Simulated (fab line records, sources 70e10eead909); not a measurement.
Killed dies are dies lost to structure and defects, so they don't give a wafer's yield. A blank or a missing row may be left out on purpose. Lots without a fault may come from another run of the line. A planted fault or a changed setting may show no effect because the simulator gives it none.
fab line records | flow nand_harc | part 2 of 2: steps 4 to 6 of 6
record lots=18 wafers=54 last_day=24
route steps=1159 shown A_STAIRCASE@580
lots that met no fault: from a run of the same line without faults
start_h: hours from the record's first day to the start of the lot's first wafer shown | wait_h: hours since the lot's step before | " the same as in the row above | L1.1+2: a row that stands for several wafers | - no value, or no start given | * or withheld: withheld | < > ~ a bound
route shown NAME@n: a module of which the file shows steps, and the number in the route of the first | usual: mean/standard deviation of fault-free wafers | same: alike in all rows | chamber/n: place in a boat | sites: the reading at each site | _std_site: their standard deviation | _edge_site: outer sites' mean less inner sites' | radius_mm: how far each site lies from the wafer's centre | mask NAME#n: copy n | behind: the tool/chamber that last shaped the wafer | hold: why the lot was held/for how many hours/how that ended | device: the transistor (n, p or np) that didn't switch | end of line: the same wafers' tests at the end of the route | a step without rows: its recipe alone | killed: dies lost to structure and defects at the first sort, not the wafer's yield | map: a wafer's dies, x killed, . not, _ none there
set.NAME: the setting as run; set.NAME@STEP: as run at that earlier step | model.NAME: the simulator's own value behind a step, which no gauge read
steps of the route over a sample of lots; a table a step, a row a wafer
services: from which hour (start_h, from the record's first day; less than 0 if before it) a tool's chamber was out of use, for how many hours, and why
## steps
# step NHARC_A_STAIRCASE_TRIM_222
# recipe time_s=211.2 o2_flow_sccm=500 ar_flow_sccm=0 bias_w=0 chemistry=O2
# usual chamber_pressure_mTorr=60.00/0.058 drypump_motor_current_A=5.7/0.37 mfc_ar_sccm=0.007/0.0094 oes_product_au=0.995/0.011 rf_vpp_V=57.7/0.87 showerhead_plenum_p_Torr=3.51/0.15 throttle_valve_pct=17.038/0.01
# columns lot.wafer tool chamber start_h wait_h chamber_pressure_mTorr drypump_motor_current_A mfc_ar_sccm oes_product_au rf_hours_counter_h rf_vpp_V showerhead_plenum_p_Torr throttle_valve_pct
L074.1 rie_diel-02 3 - - 60.05 6.3 0 0.994 33 55.8 3.28 17.041
L074.3 " 1 " " 60.01 6.1 0.010 0.995 36 57.3 3.55 17.029
L074.2 " 2 " " 59.96 5.0 0 1.019 34 58.6 3.79 17.045
L075.1 rie_diel-05 0 - - 60.02 6.3 0.009 1.005 31 56.5 3.54 17.027
L075.2 " 1 " " 60.07 5.6 0.008 0.989 31 57.0 3.39 17.049
L075.3 " 2 " " 60.09 5.7 0 0.989 25 57.8 3.61 17.035
L076.1 rie_diel-02 0 - - 59.97 5.6 0.032 0.993 40 58.6 3.62 17.036
L076.4 " 1 " " 59.99 6.1 0.010 0.995 40 57.9 3.55 17.034
L076.6 " 2 " " 60.05 5.0 0 1.018 - 60.5 3.79 17.027
L079.2 rie_diel-13 0 - - 60.04 5.6 0 0.994 55 57.9 3.53 17.052
L079.1 " 2 " " 59.99 5.3 0.020 0.994 59 58.1 3.64 17.053
L079.6 " 0 " " 60.12 5.6 0 0.991 - 57.8 3.53 17.041
L078.3 rie_diel-13 3 - - 60.05 6.0 0.008 0.983 58 58.1 3.29 17.036
L078.1 " 0 " " 59.96 5.6 0 0.998 56 60.3 3.53 17.031
L078.6 " 2 " " 59.94 5.3 0.020 0.991 - 57.2 3.64 17.032
L081.2 rie_diel-13 0 - - 59.98 5.6 0 0.987 0 57.8 3.53 17.030
L081.4 " 1 " " 60.05 5.8 0 0.980 0 57.6 3.30 17.036
L081.3 " 3 " " 60.03 6.1 0.008 0.986 0 56.0 3.29 17.042
L080.3 rie_diel-05 3 - - 60.03 5.3 0 0.970 39 58.0 3.61 17.041
L080.1 " 0 " " 59.97 6.3 0.009 0.996 47 57.6 3.54 17.030
L080.4 " 1 " " 60.05 5.6 0.008 0.993 46 57.4 3.38 17.046
L082.1 rie_diel-05 1 - - 59.91 5.6 0.008 1.007 48 56.5 3.38 17.024
L082.3 " 2 " " 59.98 5.7 0 0.988 39 58.1 3.61 17.040
L082.5 " 2 " " 59.98 5.7 0 0.997 - 58.8 3.61 17.047
L084.2 rie_diel-02 3 - - 59.90 6.3 0 1.000 53 56.8 3.27 17.050
L084.3 " 1 " " 59.94 6.1 0.010 0.991 54 58.1 3.54 17.047
L084.4 " 3 " " 60.05 6.3 0 1.000 - 57.8 3.27 17.046
L089.3 rie_diel-13 1 - - 60.05 5.8 0 0.985 13 57.4 3.30 17.035
L089.6 " 1 " " 59.93 5.8 0 0.975 - 56.5 3.30 17.037
L089.5 " 2 " " 59.99 5.3 0.020 1.004 - 57.5 3.63 17.047
L085.4 rie_diel-05 1 - - 59.98 5.6 0.008 0.988 56 57.0 3.38 17.039
L085.3 " 2 " " 59.93 5.7 0 0.987 46 58.8 3.60 17.033
L085.1 " 3 " " 59.91 5.3 0 0.973 50 56.9 3.60 17.040
L086.3 rie_diel-02 1 - - 60.05 6.1 0.010 0.992 64 57.0 3.54 17.030
L086.4 " 3 " " 60.02 6.3 0 0.990 61 57.7 3.26 17.045
L086.6 " 0 " " 59.93 5.6 0.032 0.994 - 58.2 3.60 17.053
L087.4 rie_diel-02 1 - - 60.04 6.1 0.010 0.990 65 58.5 3.54 17.021
L087.6 " 0 " " 60.02 5.6 0.032 0.999 - 57.2 3.60 17.049
L087.5 " 1 " " 59.99 6.1 0.010 0.995 - 57.7 3.54 17.036
L091.3 rie_diel-02 1 - - 59.98 6.1 0.010 0.995 5 56.8 3.54 17.044
L091.2 " 2 " " 60.05 5.0 0 1.018 5 57.6 3.77 17.061
L091.4 " 2 " " 60.11 5.0 0 1.008 - 57.8 3.77 17.048
L090.2 rie_diel-05 1 - - 59.98 5.6 0.008 1.016 3 58.4 3.37 17.029
L090.5 " 3 " " 60.08 5.3 0 1.020 - 59.3 3.60 17.026
L090.6 " 0 " " 60.01 6.3 0.009 0.999 - 58.3 3.52 17.030
L093.3 rie_diel-13 0 - - 59.98 5.6 0 0.993 30 57.7 3.51 17.048
L093.2 " 3 " " 60.11 6.1 0.008 1.000 30 58.7 3.27 17.032
L093.6 " 0 " " 59.89 5.6 0 0.988 - 56.3 3.51 17.018
L096.4 rie_diel-02 2 - - 60.02 5.0 0 1.010 15 59.8 3.76 17.033
L096.6 " 0 " " 59.94 5.6 0.032 0.998 - 58.9 3.59 17.035
L096.5 " 1 " " 59.92 6.1 0.010 0.994 - 56.7 3.53 17.039
L095.2 rie_diel-05 2 - - 60.05 5.7 0 0.991 8 57.9 3.59 17.041
L095.1 " 3 " " 59.97 5.4 0 1.020 9 57.8 3.59 17.019
L095.4 " 1 " " 60.05 5.6 0.008 1.003 8 57.9 3.37 17.043
# step NHARC_A_STAIRCASE_DEP_259
# recipe target_thk_a=300 target_thk_nm=30 temp_c=400 pressure_torr=3.5 flow_sccm=200 rf_w=350 material=SiON
# usual heater_power_w=785/90
# columns lot.wafer tool chamber start_h wait_h heater_power_w
L074.2 pecvd-04 2 258.63 1.3 796
L074.1 " 0 " " 620
L074.3 " 1 " " 687
L075.3 pecvd-02 2 260.66 1.0 717
L075.1 " 0 " " 897
L075.2 " 1 " " 811
L076.1 pecvd-02 2 265.80 1.6 727
L076.4 " 0 " " 957
L076.6 " 2 " " 725
L079.1 pecvd-01 0 267.59 1.6 816
L079.2 " 2 " " 696
L079.6 " 0 " " 822
L078.1 pecvd-02 0 273.99 1.6 966
L078.3 " 1 " " 800
L078.6 " 2 " " 712
L081.2 pecvd-04 2 293.15 1.2 838
L081.3 " 0 " " 676
L081.4 " 2 " " 877
L080.3 pecvd-02 1 303.83 1.0 823
L080.1 " 2 " " 766
L080.4 " 1 " " 836
L082.3 pecvd-01 1 308.28 1.0 901
L082.1 " 2 " " 703
L082.5 " 1 " " 905
L084.3 pecvd-04 0 310.24 1.0 606
L084.2 " 2 " " 777
L084.4 " 1 " " 736
L089.3 pecvd-02 0 328.25 1.0 873
L089.5 " 1 " " 742
L089.6 " 0 " " 868
L085.3 pecvd-01 0 330.35 0.9 715
L085.1 " 1 " " 927
L085.4 " 1 " " 919
L086.4 pecvd-02 2 332.27 0.7 765
L086.3 " 1 " " 819
L086.6 " 1 " " 822
L087.5 pecvd-01 1 332.62 0.4 847
L087.6 " 2 " " 763
L087.4 " 0 " " 678
L091.3 pecvd-04 1 354.40 1.0 679
L091.2 " 2 " " 771
L091.4 " 0 " " 684
L090.2 pecvd-01 1 363.06 1.4 750
L090.6 " 2 " " 812
L090.5 " 0 " " 779
L093.3 pecvd-01 0 364.38 0.9 831
L093.2 " 1 " " 923
L093.6 " 0 " " 828
L096.4 pecvd-01 1 375.88 0.7 876
L096.6 " 1 " " 884
L096.5 " 2 " " 812
L095.1 pecvd-02 2 379.46 1.6 819
L095.2 " 0 " " 900
L095.4 " 1 " " 805
# step NHARC_A_STAIRCASE_ETCH_292
# recipe cf4_flow_sccm=100 chf3_flow_sccm=30 ar_flow_sccm=0 rf_w=500 bias_w=200 chemistry=CF4/CHF3
# usual chamber_pressure_mTorr=25.002/0.024 drypump_motor_current_A=5.7/0.35 mfc_ar_sccm=0.006/0.0076 oes_product_au=0.949/0.021 rf_vpp_V=370.1/2.4 showerhead_plenum_p_Torr=1.56/0.064 throttle_valve_pct=16.803/0.0092
# columns lot.wafer tool chamber start_h wait_h chamber_pressure_mTorr drypump_motor_current_A mfc_ar_sccm oes_product_au rf_hours_counter_h rf_vpp_V showerhead_plenum_p_Torr throttle_valve_pct
L074.1 rie_diel-05 1 259.72 0.1 24.985 5.6 0.008 0.981 32 367.9 1.51 16.810
L074.3 " 2 " " 25.019 5.6 0 0.963 26 373.0 1.61 16.792
L074.2 " 3 " " 24.999 5.3 0 0.947 27 372.6 1.61 16.797
L075.3 rie_diel-05 1 261.72 0.1 25.015 5.6 0.008 0.963 33 368.4 1.51 16.779
L075.1 " 2 " " 25.025 5.7 0 0.977 27 371.9 1.61 16.794
L075.2 " 3 " " 24.989 5.3 0 0.964 28 371.8 1.61 16.811
L076.4 rie_diel-02 2 266.90 0.1 24.984 5.0 0 0.969 43 373.8 1.69 16.791
L076.1 " 0 " " 25.032 5.6 0.032 0.932 43 370.3 1.61 16.788
L076.6 " 1 " " 24.998 6.1 0.010 0.937 - 371.1 1.58 16.807
L079.2 rie_diel-05 3 268.68 0.1 25.037 5.3 0 0.952 31 372.9 1.61 16.792
L079.1 " 0 " " 25.044 6.3 0.009 0.962 38 372.4 1.58 16.790
L079.6 " 3 " " 24.961 5.3 0 0.954 - 371.7 1.61 16.795
L078.1 rie_diel-05 2 275.03 0.1 24.995 5.7 0 0.964 32 372.7 1.61 16.801
L078.3 " 0 " " 24.996 6.3 0.009 0.961 40 371.3 1.58 16.794
L078.6 " 2 " " 25.032 5.7 0 0.974 - 372.3 1.61 16.801
L081.3 rie_diel-05 0 294.24 0.1 24.966 6.3 0.009 0.955 47 371.1 1.58 16.801
L081.4 " 1 " " 25.002 5.6 0.008 0.937 46 368.3 1.51 16.819
L081.2 " 3 " " 25.038 5.3 0 0.930 39 372.2 1.61 16.810
L080.1 rie_diel-05 0 304.87 0.1 24.983 6.3 0.009 0.964 51 370.4 1.58 16.789
L080.3 " 1 " " 24.982 5.6 0.008 0.978 49 368.0 1.51 16.803
L080.4 " 3 " " 25.001 5.3 0 0.955 43 371.6 1.61 16.799
L082.3 rie_diel-13 1 310.15 0.3 24.993 5.8 0 0.910 7 367.6 1.47 16.815
L082.1 " 0 " " 25.002 5.6 0 0.922 7 370.3 1.57 16.797
L082.5 " 1 " " 25.010 5.8 0 0.906 - 366.4 1.47 16.799
L084.2 rie_diel-02 3 311.30 0.1 24.993 6.3 0 0.920 56 365.4 1.45 16.800
L084.3 " 0 " " 25.001 5.6 0.032 0.915 56 372.8 1.61 16.814
L084.4 " 1 " " 24.969 6.1 0.010 0.902 57 372.1 1.58 16.827
L089.3 rie_diel-13 3 329.29 0.1 25.005 6.0 0.008 0.935 15 367.2 1.46 16.800
L089.6 " 2 " " 24.953 5.3 0.020 0.975 - 371.6 1.62 16.806
L089.5 " 3 " " 25.031 6.0 0.008 0.935 - 368.1 1.46 16.809
L085.1 rie_diel-05 0 331.39 0.1 25.053 6.3 0.009 0.970 63 371.4 1.57 16.809
L085.3 " 2 " " 25.018 5.7 0 0.972 49 372.1 1.61 16.817
L085.4 " 3 " " 25.020 5.3 0 0.970 53 369.8 1.61 16.808
L086.3 rie_diel-13 3 333.35 0.1 24.965 6.0 0.008 0.977 18 367.0 1.46 16.808
L086.4 " 0 " " 25.014 5.6 0 0.972 18 371.3 1.57 16.800
L086.6 " 2 " " 25.023 5.3 0.020 0.965 - 372.2 1.62 16.798
L087.4 rie_diel-05 3 333.63 0.1 25.050 5.3 0 0.924 54 372.3 1.61 16.814
L087.6 " 0 " " 25.040 6.3 0.009 0.935 - 370.0 1.57 16.793
L087.5 " 1 " " 24.984 5.6 0.008 0.965 - 367.5 1.50 16.790
L091.2 rie_diel-13 3 355.32 0.1 24.974 6.1 0.008 0.955 29 365.2 1.46 16.798
L091.3 " 1 " " 25.005 5.8 0 0.961 29 366.4 1.47 16.795
L091.4 " 2 " " 25.021 5.3 0.020 0.979 23 373.2 1.62 16.808
L090.2 rie_diel-13 0 364.08 0.1 25.033 5.6 0 0.962 34 370.8 1.57 16.804
L090.5 " 3 " " 25.013 6.1 0.008 0.950 - 368.0 1.46 16.804
L090.6 " 0 " " 25.047 5.6 0 0.958 - 371.0 1.57 16.799
L093.2 rie_diel-13 1 365.60 0.2 24.993 5.8 0 0.930 34 366.6 1.46 16.804
L093.3 " 2 " " 25.005 5.3 0.020 0.957 27 372.1 1.62 16.817
L093.6 " 1 " " 24.980 5.8 0 0.926 - 367.4 1.46 16.804
L096.4 rie_diel-05 3 377.00 0.1 24.983 5.3 0 0.942 11 371.6 1.60 16.794
L096.5 " 3 " " 25.003 5.3 0 0.929 - 370.7 1.60 16.805
L096.6 " 0 " " 24.989 6.3 0.009 0.923 - 371.6 1.57 16.803
L095.4 rie_diel-05 2 380.57 0.1 25.005 5.7 0 0.915 11 370.2 1.60 16.789
L095.2 " 3 " " 24.978 5.3 0 0.935 12 371.8 1.60 16.789
L095.1 " 0 " " 24.980 6.3 0.009 0.918 12 371.0 1.57 16.815
## services
# columns tool chamber start_h hours kind
rie_diel-02 0 233.58 - clean
rie_diel-02 1 233.58 - clean
rie_diel-02 2 233.58 - clean
rie_diel-02 3 233.58 - clean
pecvd-01 - 237.00 13.0 pm
rie_diel-05 3 249.08 2.5 repair
rie_diel-02 0 258.08 - clean
rie_diel-02 1 258.08 - clean
rie_diel-02 2 258.08 - clean
rie_diel-02 3 258.08 - clean
rie_diel-13 - 276.17 9.0 pm
pecvd-01 0 288.31 11.8 repair
rie_diel-02 0 297.39 8.6 repair
rie_diel-13 3 306.33 3.1 repair
rie_diel-02 - 327.74 9.0 pm
pecvd-02 0 329.73 4.6 repair
pecvd-02 - 334.39 13.0 pm
rie_diel-05 - 340.66 9.0 pm
rie_diel-02 3 340.85 15.6 repair
pecvd-01 0 351.15 6.1 repair
pecvd-01 0 365.15 14.1 repair
pecvd-04 - 366.98 0.5 repair
rie_diel-02 3 376.00 1.2 repair
pecvd-04 - 376.70 13.0 pm
